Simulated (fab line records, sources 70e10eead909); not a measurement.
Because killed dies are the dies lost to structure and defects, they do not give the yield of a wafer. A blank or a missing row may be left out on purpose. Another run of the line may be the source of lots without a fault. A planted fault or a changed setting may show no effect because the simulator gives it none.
Chamber matching	flow nand harc	NHARC_A_CHANNEL_HOLE_D1_DESCUM_15 on rie diel-02: 4 sister chambers
The step chemistry O2, time 3 s. 8 wafers are shown with their chamber, then 9 later ones without.

EACH WAFER AND ITS CHAMBER
wafer	chamber	showerhead plenum p Torr (Torr)	drypump motor current A (A)
L078.4	0	1.96	5.7
L082.6	3	2.02	5.8
L088.1	3	2.02	5.9
L088.3	1	1.78	6.3
L088.6	2	2.04	5.5
L091.3	0	1.95	5.7
L091.4	1	1.78	6.3
L091.5	2	2.04	5.5

WAFERS MISSING THEIR CHAMBER
wafer	showerhead plenum p Torr (Torr)	drypump motor current A (A)
L094.1	1.95	5.7
L094.3	1.78	6.3
L094.6	1.95	5.7
L097.1	2.04	5.5
L097.2	2.02	5.8
L097.6	1.95	5.7
L096.2	2.02	5.8
L096.4	2.04	5.5
L096.5	2.02	5.8

WHICH CHAMBER EACH ONE RAN IN
wafer	from the rows above	in truth
L094.1	0	0
L094.3	1	1
L094.6	0	0
L097.1	2	2
L097.2	3	3
L097.6	0	0
L096.2	3	3
L096.4	2	2
L096.5	3	3
Placed correctly: 9 of 9. Can't be placed from these rows: 0. 0 placed wrongly.
How it was worked out, from the rows above alone: a wafer's distance from a chamber is the root of the sum, over the readings, of the square of ((its reading less the chamber's mean) divided by the reading's scatter). If the next closest chamber is less than 2 further off than the closest, the wafer can't be placed; otherwise it belongs to the closest. For every chamber, the mean is computed from those of its wafers that are shown. How the scatter is found: for the shown wafers, subtract from each reading the mean of its chamber, square and add these, divide the total by (wafers less chambers), then take the root.
